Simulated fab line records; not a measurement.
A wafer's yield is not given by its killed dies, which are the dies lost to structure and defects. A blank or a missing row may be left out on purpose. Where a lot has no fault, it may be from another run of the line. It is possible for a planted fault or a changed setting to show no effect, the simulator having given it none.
Matching of chambers / flow n5-finfet / N5_BEOL_M9_STRIP_19 on rie-diel-01: 4 sister chambers
The step strips in O2. 20 wafers are shown with their chamber, then 10 later ones without.

## WAFERS, EACH WITH ITS CHAMBER
wafer=L074.1; chamber=0; drypump-motor-current-A (A)=6.8; showerhead-plenum-p-Torr (Torr)=2.22; throttle-valve-pct (%)=16.61
wafer=L074.2; chamber=3; drypump-motor-current-A (A)=5.2; showerhead-plenum-p-Torr (Torr)=2.14; throttle-valve-pct (%)=16.86
wafer=L074.6; chamber=0; drypump-motor-current-A (A)=6.8; showerhead-plenum-p-Torr (Torr)=2.22; throttle-valve-pct (%)=16.61
wafer=L076.1; chamber=1; drypump-motor-current-A (A)=5.5; showerhead-plenum-p-Torr (Torr)=2.13; throttle-valve-pct (%)=16.30
wafer=L076.3; chamber=0; drypump-motor-current-A (A)=6.8; showerhead-plenum-p-Torr (Torr)=2.22; throttle-valve-pct (%)=16.60
wafer=L076.4; chamber=3; drypump-motor-current-A (A)=5.2; showerhead-plenum-p-Torr (Torr)=2.14; throttle-valve-pct (%)=16.84
wafer=L078.1; chamber=1; drypump-motor-current-A (A)=5.5; showerhead-plenum-p-Torr (Torr)=2.13; throttle-valve-pct (%)=16.31
wafer=L078.2; chamber=3; drypump-motor-current-A (A)=5.2; showerhead-plenum-p-Torr (Torr)=2.13; throttle-valve-pct (%)=16.86
wafer=L078.5; chamber=0; drypump-motor-current-A (A)=6.7; showerhead-plenum-p-Torr (Torr)=2.22; throttle-valve-pct (%)=16.62
wafer=L081.3; chamber=1; drypump-motor-current-A (A)=5.5; showerhead-plenum-p-Torr (Torr)=2.13; throttle-valve-pct (%)=16.29
wafer=L081.4; chamber=0; drypump-motor-current-A (A)=6.7; showerhead-plenum-p-Torr (Torr)=2.21; throttle-valve-pct (%)=16.64
wafer=L081.5; chamber=3; drypump-motor-current-A (A)=5.3; showerhead-plenum-p-Torr (Torr)=2.13; throttle-valve-pct (%)=16.86
wafer=L082.1; chamber=2; drypump-motor-current-A (A)=5.3; showerhead-plenum-p-Torr (Torr)=2.05; throttle-valve-pct (%)=16.59
wafer=L082.3; chamber=3; drypump-motor-current-A (A)=5.3; showerhead-plenum-p-Torr (Torr)=2.13; throttle-valve-pct (%)=16.86
wafer=L082.4; chamber=1; drypump-motor-current-A (A)=5.5; showerhead-plenum-p-Torr (Torr)=2.13; throttle-valve-pct (%)=16.30
wafer=L091.1; chamber=2; drypump-motor-current-A (A)=5.3; showerhead-plenum-p-Torr (Torr)=2.04; throttle-valve-pct (%)=16.63
wafer=L091.2; chamber=1; drypump-motor-current-A (A)=5.5; showerhead-plenum-p-Torr (Torr)=2.12; throttle-valve-pct (%)=16.34
wafer=L091.4; chamber=0; drypump-motor-current-A (A)=6.8; showerhead-plenum-p-Torr (Torr)=2.21; throttle-valve-pct (%)=16.66
wafer=L090.2; chamber=0; drypump-motor-current-A (A)=6.7; showerhead-plenum-p-Torr (Torr)=2.21; throttle-valve-pct (%)=16.68
wafer=L090.5; chamber=0; drypump-motor-current-A (A)=6.7; showerhead-plenum-p-Torr (Torr)=2.21; throttle-valve-pct (%)=16.64

SIGNATURES, as means of the wafers listed above
reading=drypump-motor-current-A; chamber 0=6.750; chamber 1=5.500; chamber 2=5.300; chamber 3=5.240; scatter within a chamber=0.0447
reading=showerhead-plenum-p-Torr; chamber 0=2.2150; chamber 1=2.1280; chamber 2=2.0450; chamber 3=2.1340; scatter within a chamber=0.0053
reading=throttle-valve-pct; chamber 0=16.6325; chamber 1=16.3080; chamber 2=16.6100; chamber 3=16.8560; scatter within a chamber=0.0223
Rule: for a wafer and a chamber, the distance is found by dividing, reading by reading, the gap between the wafer's reading and the chamber's mean by the reading's scatter, squaring, summing and taking the root. The wafer belongs to the nearest chamber; if the next one is less than 2 further off, it can't be placed. How the scatter is found: for the shown wafers, subtract from each reading the mean of its chamber, square and add these, divide the total by (wafers less chambers), then take the root.

## WAFERS MISSING THEIR CHAMBER
wafer=L090.6; drypump-motor-current-A (A)=5.2; showerhead-plenum-p-Torr (Torr)=2.12; throttle-valve-pct (%)=16.88
wafer=L092.2; drypump-motor-current-A (A)=6.7; showerhead-plenum-p-Torr (Torr)=2.21; throttle-valve-pct (%)=16.67
wafer=L092.3; drypump-motor-current-A (A)=5.5; showerhead-plenum-p-Torr (Torr)=2.12; throttle-valve-pct (%)=16.35
wafer=L092.4; drypump-motor-current-A (A)=5.3; showerhead-plenum-p-Torr (Torr)=2.04; throttle-valve-pct (%)=16.63
wafer=L094.2; drypump-motor-current-A (A)=6.7; showerhead-plenum-p-Torr (Torr)=2.21; throttle-valve-pct (%)=16.66
wafer=L094.3; drypump-motor-current-A (A)=5.3; showerhead-plenum-p-Torr (Torr)=2.04; throttle-valve-pct (%)=16.64
wafer=L094.5; drypump-motor-current-A (A)=6.7; showerhead-plenum-p-Torr (Torr)=2.20; throttle-valve-pct (%)=16.66
wafer=L096.2; drypump-motor-current-A (A)=5.2; showerhead-plenum-p-Torr (Torr)=2.12; throttle-valve-pct (%)=16.91
wafer=L096.3; drypump-motor-current-A (A)=6.7; showerhead-plenum-p-Torr (Torr)=2.20; throttle-valve-pct (%)=16.68
wafer=L096.6; drypump-motor-current-A (A)=6.7; showerhead-plenum-p-Torr (Torr)=2.20; throttle-valve-pct (%)=16.67

## CHAMBER TAKEN BY EACH
wafer=L090.6; from the rows above=3; in truth=3
wafer=L092.2; from the rows above=0; in truth=0
wafer=L092.3; from the rows above=1; in truth=1
wafer=L092.4; from the rows above=2; in truth=2
wafer=L094.2; from the rows above=0; in truth=0
wafer=L094.3; from the rows above=2; in truth=2
wafer=L094.5; from the rows above=0; in truth=0
wafer=L096.2; from the rows above=3; in truth=3
wafer=L096.3; from the rows above=0; in truth=0
wafer=L096.6; from the rows above=0; in truth=0
Correctly placed: 10 of 10. Not placeable from these rows: 0. Number placed wrongly: 0.
